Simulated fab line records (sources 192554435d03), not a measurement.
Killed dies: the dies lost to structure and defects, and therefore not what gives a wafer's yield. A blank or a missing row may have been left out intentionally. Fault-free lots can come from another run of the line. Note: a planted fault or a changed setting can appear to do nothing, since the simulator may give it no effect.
fab line records || flow n5Finfet
[record] {"lots": 7, "wafers": 21}
route steps=1938 shown PASSIVATION@1929
startH: start of the lot's first displayed wafer, in hours after the record's first day || waitH: hours from the lot's prior step to this one || " identical to the entry in the row above || L1.1+2: one row covering several wafers at once || - either no value or no given start || * or withheld: withheld || < > ~ a bound
route shown NAME@n: names a module that has steps shown in the file, with the first one's number in the route || usual: mean/standard deviation taken from wafers without a fault || same: alike in all rows || chamber/n: place in a boat || sites: the reading at each site || _std_site: standard deviation across them || _edge_site: mean of outer sites minus mean of inner sites || radiusMm: for every site, how far away it sits from the centre of the wafer || mask NAME#n: copy n || behind: the most recent tool/chamber to have shaped the wafer || hold: reason for holding the lot/hours on hold/outcome of the hold || device: the transistor (n, p or np) that didn't switch || end of line: the route-end tests of the same wafers || a step with no rows: only its recipe || killed: dies lost to structure and defects at the first sort, not the wafer's yield || map: shows each die of a wafer: x if killed, . if not, _ if none is there
set.NAME: the setting that was run; set.NAME@STEP: the one run at that earlier step || model.NAME: the simulator's own value behind a step, which no gauge read
one table per step and one row per wafer, for lots whose settings were changed on purpose
[[steps]]
[step N5_PASSIVATION_PASS_ETCH_47]
[recipe] {"chemistry": "CF4/O2", "target": "SiNx", "targetDepthA": 7700, "timeS": 385, "ionEnergyEv": 100, "pressureMtorr": 40, "sourceW": 535, "biasW": 49, "Ar_flow_sccm": 100, "cf4FlowSccm": 100, "O2_flow_sccm": 10}
{"lot.wafer": "L081.1", "tool": "rieDiel-06", "chamber": 0, "startH": 318.67, "waitH": 0.0, "set.timeS": 385, "model.etch.depthNm": 772.5}
{"lot.wafer": "L081.2", "tool": "rieDiel-06", "chamber": 3, "startH": 318.67, "waitH": 0.0, "set.timeS": 330.2, "model.etch.depthNm": 659.6}
{"lot.wafer": "L081.3", "tool": "rieDiel-06", "chamber": 2, "startH": 318.67, "waitH": 0.0, "set.timeS": 330.2, "model.etch.depthNm": 669.6}
{"lot.wafer": "L083.2", "tool": "rieDiel-02", "chamber": 0, "startH": 323.30, "waitH": 0.0, "set.timeS": 385, "model.etch.depthNm": 765.9}
{"lot.wafer": "L083.3", "tool": "rieDiel-02", "chamber": 2, "startH": 323.30, "waitH": 0.0, "set.timeS": 385, "model.etch.depthNm": 795.4}
{"lot.wafer": "L083.4", "tool": "rieDiel-02", "chamber": 0, "startH": 323.30, "waitH": 0.0, "set.timeS": 455.8, "model.etch.depthNm": 898}
{"lot.wafer": "L091.1", "tool": "rieDiel-02", "chamber": 1, "startH": 359.59, "waitH": 0.0, "set.timeS": 385, "model.etch.depthNm": 780.7}
{"lot.wafer": "L091.2", "tool": "rieDiel-02", "chamber": 2, "startH": 359.59, "waitH": 0.0, "set.timeS": 385, "model.etch.depthNm": 795.5}
{"lot.wafer": "L091.5", "tool": "rieDiel-02", "chamber": 0, "startH": 359.59, "waitH": 0.0, "set.timeS": 385, "model.etch.depthNm": 766.9}
{"lot.wafer": "L087.1", "tool": "rieDiel-06", "chamber": 2, "startH": 360.65, "waitH": 0.0, "set.timeS": 385, "model.etch.depthNm": 781.4}
{"lot.wafer": "L087.2", "tool": "rieDiel-06", "chamber": 1, "startH": 360.65, "waitH": 0.0, "set.timeS": 440.6, "model.etch.depthNm": 889.2}
{"lot.wafer": "L087.4", "tool": "rieDiel-06", "chamber": 3, "startH": 360.65, "waitH": 0.0, "set.timeS": 385, "model.etch.depthNm": 767}
{"lot.wafer": "L094.1", "tool": "rieDiel-02", "chamber": 3, "startH": 390.15, "waitH": 0.0, "set.timeS": 305.1, "model.etch.depthNm": 621.6}
{"lot.wafer": "L094.2", "tool": "rieDiel-02", "chamber": 1, "startH": 390.15, "waitH": 0.0, "set.timeS": 305.1, "model.etch.depthNm": 620}
{"lot.wafer": "L094.4", "tool": "rieDiel-02", "chamber": 2, "startH": 390.15, "waitH": 0.0, "set.timeS": 385, "model.etch.depthNm": 796.2}
{"lot.wafer": "L093.2", "tool": "rieDiel-02", "chamber": 2, "startH": 395.60, "waitH": 0.0, "set.timeS": 436.7, "model.etch.depthNm": 897.4}
{"lot.wafer": "L093.3", "tool": "rieDiel-02", "chamber": 3, "startH": 395.60, "waitH": 0.0, "set.timeS": 436.7, "model.etch.depthNm": 879.1}
{"lot.wafer": "L093.4", "tool": "rieDiel-02", "chamber": 0, "startH": 395.60, "waitH": 0.0, "set.timeS": 385, "model.etch.depthNm": 749.5}
{"lot.wafer": "L096.1", "tool": "rieDiel-06", "chamber": 0, "startH": 407.94, "waitH": 0.0, "set.timeS": 385, "model.etch.depthNm": 807.9}
{"lot.wafer": "L096.2", "tool": "rieDiel-06", "chamber": 1, "startH": 407.94, "waitH": 0.0, "set.timeS": 385, "model.etch.depthNm": 763.8}
{"lot.wafer": "L096.3", "tool": "rieDiel-06", "chamber": 2, "startH": 407.94, "waitH": 0.0, "set.timeS": 385, "model.etch.depthNm": 789}
[step N5_PASSIVATION_ETCH_54]
[recipe] {"chemistry": "CHF3/O2", "target": "SiO2", "targetDepthA": 8800, "CHF3_flow_sccm": 50, "O2_flow_sccm": 5, "Ar_flow_sccm": 200, "timeS": 440, "maskMaterial": "PR", "pressureMtorr": 30, "sourceW": 650, "biasW": 170, "ionEnergyEv": 200}
[step N5_PASSIVATION_STRIP_48]
[recipe] {"chemistry": "O2", "powerW": 600, "tempC": 60, "pressureMtorr": 30, "rfFrequencyHz": 6e+07, "biasPowerW": 0, "overashFraction": 0.5, "o2FlowSccm": 225}
[step N5_PASSIVATION_SRD_72]
[recipe] {"dry": "ipaMarangoni", "timeS": 30, "tempC": 23, "rinseLiquid": "diw"}
[step N5_PASSIVATION_ANNEAL_56]
[recipe] {"tempC": 400, "timeS": 1800, "ambient": "FGA", "idleTempC": 300, "rampUpCPerMin": 5, "rampDownCPerMin": 3}
[step N5_PASSIVATION_PROBE_49]
[usual] {"killed_at_M0_to_M3": "34/12", "killed_at_M4_up": "12/4.9", "killedAtContacts": "13/7.2", "killedAtFrontEnd": "39/12", "killedAtOther": "3.7/2.9", "killedDies": "101/18", "killedOpen": "67/14", "killedShort": "33/7.2"}
[same] {"grossDies": 1180, "killedAtBackSide": 0}
{"lot.wafer": "L081.1", "tool": "prober-02", "chamber": "-", "startH": 321.68, "waitH": 0.0, "set.timeS@PASSIVATION_PASS_ETCH_47": 385, "killed_at_M0_to_M3": 27, "killed_at_M4_up": 19, "killedAtContacts": 18, "killedAtFrontEnd": 31, "killedAtOther": 6, "killedDies": 101, "killedOpen": 63, "killedShort": 35}
{"lot.wafer": "L081.2", "tool": "prober-02", "chamber": "-", "startH": 321.73, "waitH": 0.1, "set.timeS@PASSIVATION_PASS_ETCH_47": 330.2, "killed_at_M0_to_M3": 30, "killed_at_M4_up": 21, "killedAtContacts": 17, "killedAtFrontEnd": 60, "killedAtOther": 330, "killedDies": 458, "killedOpen": 94, "killedShort": 39}
{"lot.wafer": "L081.3", "tool": "prober-02", "chamber": "-", "startH": 321.78, "waitH": 0.1, "set.timeS@PASSIVATION_PASS_ETCH_47": 330.2, "killed_at_M0_to_M3": 22, "killed_at_M4_up": 12, "killedAtContacts": 26, "killedAtFrontEnd": 41, "killedAtOther": 180, "killedDies": 281, "killedOpen": 67, "killedShort": 34}
{"lot.wafer": "L083.2", "tool": "prober-01", "chamber": "-", "startH": 326.63, "waitH": 0.1, "set.timeS@PASSIVATION_PASS_ETCH_47": 385, "killed_at_M0_to_M3": 70, "killed_at_M4_up": 22, "killedAtContacts": 21, "killedAtFrontEnd": 44, "killedAtOther": 3, "killedDies": 160, "killedOpen": 117, "killedShort": 41}
{"lot.wafer": "L083.3", "tool": "prober-01", "chamber": "-", "startH": 326.68, "waitH": 0.1, "set.timeS@PASSIVATION_PASS_ETCH_47": 385, "killed_at_M0_to_M3": 46, "killed_at_M4_up": 9, "killedAtContacts": 13, "killedAtFrontEnd": 40, "killedAtOther": 1, "killedDies": 109, "killedOpen": 89, "killedShort": 20}
{"lot.wafer": "L083.4", "tool": "prober-01", "chamber": "-", "startH": 326.73, "waitH": 0.2, "set.timeS@PASSIVATION_PASS_ETCH_47": 455.8, "killed_at_M0_to_M3": 64, "killed_at_M4_up": 19, "killedAtContacts": 6, "killedAtFrontEnd": 37, "killedAtOther": 8, "killedDies": 134, "killedOpen": 96, "killedShort": 36}
{"lot.wafer": "L091.1", "tool": "prober-01", "chamber": "-", "startH": 363.44, "waitH": 0.0, "set.timeS@PASSIVATION_PASS_ETCH_47": 385, "killed_at_M0_to_M3": 47, "killed_at_M4_up": 11, "killedAtContacts": 4, "killedAtFrontEnd": 37, "killedAtOther": 1, "killedDies": 100, "killedOpen": 70, "killedShort": 28}
{"lot.wafer": "L091.2", "tool": "prober-01", "chamber": "-", "startH": 363.49, "waitH": 0.1, "set.timeS@PASSIVATION_PASS_ETCH_47": 385, "killed_at_M0_to_M3": 33, "killed_at_M4_up": 12, "killedAtContacts": 8, "killedAtFrontEnd": 41, "killedAtOther": 2, "killedDies": 96, "killedOpen": 58, "killedShort": 33}
{"lot.wafer": "L091.5", "tool": "prober-01", "chamber": "-", "startH": 363.64, "waitH": 0.2, "set.timeS@PASSIVATION_PASS_ETCH_47": 385, "killed_at_M0_to_M3": 37, "killed_at_M4_up": 8, "killedAtContacts": 0, "killedAtFrontEnd": 28, "killedAtOther": 5, "killedDies": 78, "killedOpen": 54, "killedShort": 21}
{"lot.wafer": "L087.1", "tool": "prober-01", "chamber": "-", "startH": 364.29, "waitH": 0.0, "set.timeS@PASSIVATION_PASS_ETCH_47": 385, "killed_at_M0_to_M3": 20, "killed_at_M4_up": 27, "killedAtContacts": 12, "killedAtFrontEnd": 22, "killedAtOther": 3, "killedDies": 84, "killedOpen": 52, "killedShort": 16}
{"lot.wafer": "L087.2", "tool": "prober-01", "chamber": "-", "startH": 364.34, "waitH": 0.1, "set.timeS@PASSIVATION_PASS_ETCH_47": 440.6, "killed_at_M0_to_M3": 19, "killed_at_M4_up": 11, "killedAtContacts": 22, "killedAtFrontEnd": 46, "killedAtOther": 1, "killedDies": 99, "killedOpen": 58, "killedShort": 35}
{"lot.wafer": "L087.4", "tool": "prober-01", "chamber": "-", "startH": 364.44, "waitH": 0.2, "set.timeS@PASSIVATION_PASS_ETCH_47": 385, "killed_at_M0_to_M3": 32, "killed_at_M4_up": 21, "killedAtContacts": 3, "killedAtFrontEnd": 30, "killedAtOther": 2, "killedDies": 88, "killedOpen": 60, "killedShort": 25}
{"lot.wafer": "L094.1", "tool": "prober-01", "chamber": "-", "startH": 393.16, "waitH": 0.0, "set.timeS@PASSIVATION_PASS_ETCH_47": 305.1, "killed_at_M0_to_M3": 28, "killed_at_M4_up": 9, "killedAtContacts": 7, "killedAtFrontEnd": 24, "killedAtOther": 1078, "killedDies": 1146, "killedOpen": 41, "killedShort": 26}
{"lot.wafer": "L094.2", "tool": "prober-01", "chamber": "-", "startH": 393.21, "waitH": 0.1, "set.timeS@PASSIVATION_PASS_ETCH_47": 305.1, "killed_at_M0_to_M3": 37, "killed_at_M4_up": 17, "killedAtContacts": 9, "killedAtFrontEnd": 58, "killedAtOther": 1034, "killedDies": 1155, "killedOpen": 87, "killedShort": 33}
{"lot.wafer": "L094.4", "tool": "prober-01", "chamber": "-", "startH": 393.31, "waitH": 0.2, "set.timeS@PASSIVATION_PASS_ETCH_47": 385, "killed_at_M0_to_M3": 29, "killed_at_M4_up": 10, "killedAtContacts": 9, "killedAtFrontEnd": 42, "killedAtOther": 5, "killedDies": 95, "killedOpen": 48, "killedShort": 46}
{"lot.wafer": "L093.2", "tool": "prober-01", "chamber": "-", "startH": 399.45, "waitH": 0.1, "set.timeS@PASSIVATION_PASS_ETCH_47": 436.7, "killed_at_M0_to_M3": 29, "killed_at_M4_up": 25, "killedAtContacts": 1, "killedAtFrontEnd": 23, "killedAtOther": 4, "killedDies": 82, "killedOpen": 43, "killedShort": 38}
{"lot.wafer": "L093.3", "tool": "prober-01", "chamber": "-", "startH": 399.50, "waitH": 0.1, "set.timeS@PASSIVATION_PASS_ETCH_47": 436.7, "killed_at_M0_to_M3": 1130, "killed_at_M4_up": 15, "killedAtContacts": 3, "killedAtFrontEnd": 30, "killedAtOther": 2, "killedDies": 1180, "killedOpen": 55, "killedShort": 28}
{"lot.wafer": "L093.4", "tool": "prober-01", "chamber": "-", "startH": 399.55, "waitH": 0.2, "set.timeS@PASSIVATION_PASS_ETCH_47": 385, "killed_at_M0_to_M3": 26, "killed_at_M4_up": 13, "killedAtContacts": 3, "killedAtFrontEnd": 17, "killedAtOther": 7, "killedDies": 66, "killedOpen": 49, "killedShort": 15}
{"lot.wafer": "L096.1", "tool": "prober-01", "chamber": "-", "startH": 410.95, "waitH": 0.0, "set.timeS@PASSIVATION_PASS_ETCH_47": 385, "killed_at_M0_to_M3": 32, "killed_at_M4_up": 3, "killedAtContacts": 14, "killedAtFrontEnd": 37, "killedAtOther": 4, "killedDies": 90, "killedOpen": 55, "killedShort": 32}
{"lot.wafer": "L096.2", "tool": "prober-01", "chamber": "-", "startH": 411.00, "waitH": 0.1, "set.timeS@PASSIVATION_PASS_ETCH_47": 385, "killed_at_M0_to_M3": 207, "killed_at_M4_up": 9, "killedAtContacts": 21, "killedAtFrontEnd": 42, "killedAtOther": 5, "killedDies": 284, "killedOpen": 66, "killedShort": 36}
{"lot.wafer": "L096.3", "tool": "prober-01", "chamber": "-", "startH": 411.05, "waitH": 0.1, "set.timeS@PASSIVATION_PASS_ETCH_47": 385, "killed_at_M0_to_M3": 236, "killed_at_M4_up": 7, "killedAtContacts": 20, "killedAtFrontEnd": 36, "killedAtOther": 3, "killedDies": 302, "killedOpen": 71, "killedShort": 32}
// killed by level:class
L081.1 MOL_CONTACT_COAG:geometricParticle:open=16 FIN_SAQP:geometricParticle:open=10 FIN_SAQP:geometricParticle:short=8 BEOL_M0_SAQP:geometricParticle:open=7 BEOL_M4:geometricParticle:short=6 BEOL_M0_SAQP:geometricParticle:short=5 BEOL_M4:geometricParticle:open=5 DUMMY_GATE:geometricParticle:open=4
L081.2 PASSIVATION:areaEtch=325 FIN_SAQP:geometricParticle:open=24 MOL_CONTACT_COAG:geometricParticle:open=14 BEOL_M4:geometricParticle:open=9 GATE_CUT:geometricParticle:short=8 BEOL_M0_SAQP:geometricParticle:open=7 BEOL_M3:geometricParticle:open=7 BEOL_M0_SAQP:geometricParticle:short=6
L081.3 PASSIVATION:areaEtch=179 MOL_CONTACT_COAG:geometricParticle:open=21 FIN_SAQP:geometricParticle:short=7 STI_FIN_REVEAL:geometricParticle:open=7 DUMMY_GATE:geometricParticle:open=7 FIN_SAQP:geometricParticle:open=5 MOL_CONTACT_COAG:geometricParticle:short=5 GATE_CUT:geometricParticle:short=5
L083.2 BEOL_M3:geometricParticle:open=22 MOL_CONTACT_COAG:geometricParticle:open=17 FIN_SAQP:geometricParticle:open=16 BEOL_M0_SAQP:geometricParticle:open=15 BEOL_M4:geometricParticle:open=12 BEOL_M0_SAQP:geometricParticle:short=10 STI_FIN_REVEAL:geometricParticle:open=10 BEOL_M1:geometricParticle:open=6
L083.3 BEOL_M3:geometricParticle:open=17 FIN_SAQP:geometricParticle:open=13 MOL_CONTACT_COAG:geometricParticle:open=12 STI_FIN_REVEAL:geometricParticle:open=11 BEOL_M0:geometricParticle:open=10 BEOL_M0_SAQP:geometricParticle:open=7 FIN_SAQP:geometricParticle:short=6 STARTING-WAFER:geometricParticle:open=3
L083.4 BEOL_M0_SAQP:geometricParticle:open=13 BEOL_M1:geometricParticle:open=11 STI_FIN_REVEAL:geometricParticle:open=10 BEOL_M0_SAQP:geometricParticle:short=10 BEOL_M0:geometricParticle:open=9 BEOL_M3:geometricParticle:open=8 BEOL_M4:geometricParticle:open=8 FIN_SAQP:geometricParticle:open=5
L091.1 BEOL_M1:geometricParticle:open=15 STI_FIN_REVEAL:geometricParticle:open=12 FIN_SAQP:geometricParticle:open=10 BEOL_M0_SAQP:geometricParticle:open=8 BEOL_M0_SAQP:geometricParticle:short=6 BEOL_M2:geometricParticle:short=6 BEOL_M3:geometricParticle:open=5 BEOL_M5:geometricParticle:open=4
L091.2 BEOL_M0_SAQP:geometricParticle:short=8 FIN_SAQP:geometricParticle:open=7 STI_FIN_REVEAL:geometricParticle:open=7 BEOL_M2:geometricParticle:open=7 BEOL_M0_SAQP:geometricParticle:open=6 BEOL_M1:geometricParticle:open=5 BEOL_M4:geometricParticle:open=5 MOL_CONTACT_COAG:geometricParticle:short=4
L091.5 STI_FIN_REVEAL:geometricParticle:open=10 BEOL_M0_SAQP:geometricParticle:open=10 BEOL_M3:geometricParticle:open=6 BEOL_M0_SAQP:geometricParticle:short=4 BEOL_M0:geometricParticle:open=4 BEOL_M1:geometricParticle:open=4 BEOL_M2:geometricParticle:open=4 STARTING-WAFER:geometricParticle:short=4
L087.1 BEOL_M11:areaEtch=16 MOL_CONTACT_COAG:geometricParticle:open=9 GATE_CUT:geometricParticle:open=6 BEOL_M2:geometricParticle:open=6 DUMMY_GATE:geometricParticle:open=4 BEOL_M2:geometricParticle:short=4 BEOL_M3:geometricParticle:open=4 BEOL_M5:geometricParticle:open=4
L087.2 FIN_SAQP:geometricParticle:open=14 MOL_CONTACT_COAG:geometricParticle:open=14 GATE_CUT:geometricParticle:short=7 MOL_CONTACT_COAG:geometricParticle:short=6 BEOL_M3:geometricParticle:open=5 BEOL_M4:geometricParticle:open=5 BEOL_M4:geometricParticle:short=4 STI_FIN_REVEAL:geometricParticle:open=3
L087.4 BEOL_M2:geometricParticle:open=10 BEOL_M3:geometricParticle:open=8 BEOL_M5:geometricParticle:open=7 BEOL_M4:geometricParticle:open=6 FIN_SAQP:geometricParticle:short=4 FIN_SAQP:geometricParticle:open=4 STI_FIN_REVEAL:geometricParticle:open=4 BEOL_M0_SAQP:geometricParticle:short=4
L094.1 PASSIVATION:areaEtch=1077 FIN_SAQP:geometricParticle:open=11 BEOL_M2:geometricParticle:open=8 FIN_SAQP:geometricParticle:short=7 MOL_CONTACT_COAG:geometricParticle:open=5 BEOL_M1:geometricParticle:open=5 BEOL_M0_SAQP:geometricParticle:short=3 BEOL_M0_SAQP:geometricParticle:open=3
L094.2 PASSIVATION:areaEtch=1033 FIN_SAQP:geometricParticle:open=18 BEOL_M3:geometricParticle:open=14 BEOL_M2:geometricParticle:open=8 FIN_SAQP:geometricParticle:short=7 BEOL_M4:geometricParticle:open=7 DUMMY_GATE:geometricParticle:open=6 MOL_CONTACT_COAG:geometricParticle:open=6
L094.4 FIN_SAQP:geometricParticle:short=9 BEOL_M0_SAQP:geometricParticle:short=9 STI_FIN_REVEAL:geometricParticle:open=8 BEOL_M1:geometricParticle:open=7 MOL_CONTACT_COAG:geometricParticle:open=6 BEOL_M3:geometricParticle:open=6 ILD0:geometricParticle:short=5 GATE_CUT:geometricParticle:short=5
L093.2 BEOL_M0_SAQP:geometricParticle:short=8 BEOL_M0_SAQP:geometricParticle:open=6 BEOL_M5:geometricParticle:open=6 DUMMY_GATE:geometricParticle:open=5 BEOL_M3:geometricParticle:open=4 BEOL_M4:geometricParticle:open=4 STARTING-WAFER:geometricParticle:short=4 FIN_SAQP:geometricParticle:short=3
L093.3 BEOL_M0_SAQP:areaAld=1089 BEOL_M2:geometricParticle:open=12 DUMMY_GATE:geometricParticle:open=8 BEOL_M0_SAQP:geometricParticle:short=8 BEOL_M8:geometricParticle:open=6 BEOL_M0_SAQP:geometricParticle:open=5 BEOL_M0:geometricParticle:open=5 BEOL_M1:geometricParticle:open=5
L093.4 BEOL_M0:geometricParticle:open=9 BEOL_M1:geometricParticle:open=5 BEOL_M3:geometricParticle:open=5 BEOL_M4:geometricParticle:open=5 FIN_SAQP:geometricParticle:open=4 DUMMY_GATE:geometricParticle:open=3 MOL_CONTACT_COAG:geometricParticle:open=3 BEOL_M4:geometricParticle:short=3
L096.1 FIN_SAQP:geometricParticle:open=13 MOL_CONTACT_COAG:geometricParticle:open=11 BEOL_M0_SAQP:geometricParticle:short=8 BEOL_M0_SAQP:geometricParticle:open=8 FIN_SAQP:geometricParticle:short=7 STI_FIN_REVEAL:geometricParticle:open=7 BEOL_M1:geometricParticle:short=5 BEOL_M3:geometricParticle:open=5
L096.2 BEOL_M0_SAQP:areaAld=182 STI_FIN_REVEAL:geometricParticle:open=17 MOL_CONTACT_COAG:geometricParticle:open=17 BEOL_M0_SAQP:geometricParticle:short=9 BEOL_M3:geometricParticle:open=8 STARTING-WAFER:geometricParticle:short=6 FIN_SAQP:geometricParticle:open=5 MOL_CONTACT_COAG:geometricParticle:short=4
L096.3 BEOL_M0_SAQP:areaAld=194 MOL_CONTACT_COAG:geometricParticle:open=17 STI_FIN_REVEAL:geometricParticle:open=14 BEOL_M1:geometricParticle:open=8 BEOL_M0_SAQP:geometricParticle:short=7 BEOL_M2:geometricParticle:open=7 BEOL_M0_SAQP:geometricParticle:open=6 BEOL_M3:geometricParticle:open=5
[[key]]
[split] {"step": "N5_PASSIVATION_PASS_ETCH_47", "setting": "timeS", "stated": 385, "by": "wafer"}
[response] {"step": "N5_PASSIVATION_PASS_ETCH_47", "reading": "model.etch.depthNm", "change": "+7.98", "per": "1%", "r": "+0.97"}
[response] {"step": "N5_PASSIVATION_PROBE_49", "reading": "killedAtOther", "shape": "bent", "atLowest": 1056, "atStated": 3.6, "atHighest": 8}
